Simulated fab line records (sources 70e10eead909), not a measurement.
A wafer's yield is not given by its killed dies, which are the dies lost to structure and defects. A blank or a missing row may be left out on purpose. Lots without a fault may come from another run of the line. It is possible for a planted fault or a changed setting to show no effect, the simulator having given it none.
A struck lot beside a sound one :: flow nandHarc :: 15 out of 1302 route steps
Sound: the wafers L222.1, L222.2, L222.5. Struck: wafers L218.2, L218.5, L218.6. Last of all comes the cause.
At each step with rows: each side's tool, then ch and its chambers, then its first start. Under that, the readings that differ: sound wafers :: struck wafers :: difference of the means :: sigmas: that difference in standard deviations of wafers without a fault.
alike: readings whose means differ by less than 2 such deviations, and words and numbers that are the same on both sides. not compared: withheld readings, readings that some wafer has no value for, bounds like >300 that may hide the same value, and numbers for which the record gives no deviation and whose values overlap.
A row with sigmas, a row that says differs or no value, or rows on one side alone: a step with any of these is where the two part. When numbers do not overlap yet have no deviation, they are printed without sigmas and do not part them. A reading missing from all wafers of one side parts the sides only when that side holds two or more wafers.

first, 2 steps without rows for these wafers: NHARC_P_GATE_PEB_09 (peb time 85 s); NHARC_P_GATE_DEVELOP_10 (time 70 s).
NHARC_P_GATE_CD_MEAS_11: the cd target is 1640 nm.
  sound on cdSem-02 ch 0, day 12 03:29; struck on cdSem-03 ch 0, day 10 10:56
  alike: cdNm
then, 1 step without rows for these wafers: NHARC_P_GATE_HARDBAKE_12 (time 80 s).
NHARC_P_GATE_DESCUM_13: chemistry O2, time 3 s.
  sound on rieDiel-10 ch 2,3, day 12 03:38; struck on rieDiel-05 ch 0,3, day 10 11:07
reading: oesProductAu (a.u.)
sound: 1.013 1.017 1.015
struck: 0.972 0.984 0.997
difference: -0.031
sigmas: -2
  alike: drypumpMotorCurrentA, o2FlowSccm, rfVppV, showerheadPlenumPTorr, throttleValvePct
  not compared: rfHoursCounterH
then, 6 steps without rows for these wafers: NHARC_P_GATE_ETCH_14 (etches SiO2 in dHF, target depth 48.8 nm); NHARC_P_GATE_STRIP_15 (strips in SPM, time 780 s); NHARC_P_GATE_PRECLEAN_71 (cleans in SC1); NHARC_P_GATE_SRD_72; NHARC_P_GATE_OXIDE_16 (material SiO2, target thk 3 nm, ox time 392 s); NHARC_P_GATE_CVD_17 (deposits poly-Si, target thk 150 nm, time 900 s).
NHARC_P_GATE_HM_DEP_102: deposits aC, target thk 120 nm.
  sound on aclDep-01 ch 0, day 12 16:05; struck on aclDep-03 ch 0, day 11 04:37
  alike: throttleValvePct
NHARC_P_GATE_DEP_103: deposits SiON, target thk 30 nm.
  sound on pecvd-02 ch 0,1,2, day 12 16:45; struck on pecvd-02 ch 0,1,2, day 11 05:35
  alike: heaterPowerW
then, 1 step without rows for these wafers: NHARC_P_GATE_DEHYDRATE_18 (time 120 s).
-- record jumps: 20 days between struck wafers' starts before vs after; left off in module P_GATE, resumes in module END, first step shown is number 1302 of the route --
NHARC_END_SORT_01:
  sound on prober-01 ch 0, day 31 23:29; struck on prober-01 ch 0, day 30 20:46
reading: killedAtPeriphery
sound: 8 4 3
struck: 14 10 14
difference: +8
sigmas: +3

reading: killedDies
sound: 44 29 41
struck: 87 82 78
difference: +44
sigmas: +2
  alike: killedAtArray, killedAtOther, killedOpen, killedShort

## WHERE THEY PART
At NHARC_P_GATE_DESCUM_13 first; at NHARC_END_SORT_01 last (within this record only).

WHY: what had been put in by the simulator
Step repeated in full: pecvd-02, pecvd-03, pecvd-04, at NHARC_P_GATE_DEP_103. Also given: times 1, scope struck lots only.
